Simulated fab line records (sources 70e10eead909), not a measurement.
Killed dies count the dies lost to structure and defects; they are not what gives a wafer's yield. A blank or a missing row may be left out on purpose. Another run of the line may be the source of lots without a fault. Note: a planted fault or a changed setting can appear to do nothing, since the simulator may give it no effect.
Which tool was responsible? | flow nand-harc | 7 lots, 21 wafers sampled, at 5 steps of a route of 1302

## WHAT EACH GAUGE READ, for each wafer
NHARC_END_SORT_01.
lot  | measured     | on        | defect-limited-yield (%)
L727 | day 34 08:28 | prober-02 | 0 0 0

## WHICH TOOL RAN EACH LOT (tool, then ch and the chambers of the sampled wafers, then the start)
lot  | NHARC_P_M0_DEP_32               | NHARC_P_M1_DEGAS_29          | NHARC_P_M1_PRE_CLEAN_30                 | NHARC_P_M2_DEP_00
L705 | pecvd-02 ch 1,2, day 6 15:07    | pvd-sputter-02, day 6 17:34  | pvd-sputter-02, day 6 19:40 or earlier  | pecvd-04 ch 0,1,2, day 6 19:40
L709 | pecvd-02 ch 0,2, day 8 00:36    | pvd-sputter-02, day 8 03:04  | pvd-sputter-02, day 8 05:13 or earlier  | pecvd-02 ch 0,1, day 8 05:13
L710 | pecvd-04 ch 0,2, day 8 23:57    | pvd-sputter-02, day 9 02:38  | pvd-sputter-02, day 9 04:44 or earlier  | pecvd-04 ch 1,2, day 9 04:44
L713 | pecvd-01 ch 0,1,2, day 10 01:11 | pvd-sputter-01, day 10 03:40 | pvd-sputter-01, day 10 05:46 or earlier | pecvd-02 ch 0,2, day 10 05:46
L715 | pecvd-04 ch 0,1,2, day 10 22:55 | pvd-sputter-01, day 11 01:29 | pvd-sputter-01, day 11 03:35 or earlier | pecvd-04 ch 0,1,2, day 11 03:35
L718 | pecvd-02 ch 0,1,2, day 12 09:35 | pvd-sputter-01, day 12 12:02 | pvd-sputter-01, day 12 14:22 or earlier | pecvd-01 ch 1,2, day 12 14:22
L727 | pecvd-04 ch 1,2, day 16 01:35   | pvd-sputter-03, day 16 03:52 | pvd-sputter-03, day 16 05:59 or earlier | pecvd-04 ch 1,2, day 16 05:59
- NHARC_P_M0_DEP_32: deposits SiCN, target thk 30 nm.
- NHARC_P_M1_DEGAS_29: time 60 s.
- NHARC_P_M1_PRE_CLEAN_30: time 30 s.
- NHARC_P_M2_DEP_00: deposits SiOC, target thk 182.5 nm.

## THE ANSWER, worked out from the rows above alone
Rule: the lots themselves supply what counts as usual. Put in order of their means at a reading, lots are off if they are a third of the lots or fewer, leave a main group of 4 or more, and stand apart from it by a gap of 3 or more times the standard deviation of the main group's means; of several such gaps the widest counts. A main group is skipped when, at the precision printed for the reading in the tables above, its means are all equal. Also off: a lot with no number at a reading for which 4 or more lots have one. Where the step has rows for the other lots, those lots are counted as sound.
No lot is off at any reading shown: from this, nothing can be told.

## WHAT THE SIMULATOR PUT IN
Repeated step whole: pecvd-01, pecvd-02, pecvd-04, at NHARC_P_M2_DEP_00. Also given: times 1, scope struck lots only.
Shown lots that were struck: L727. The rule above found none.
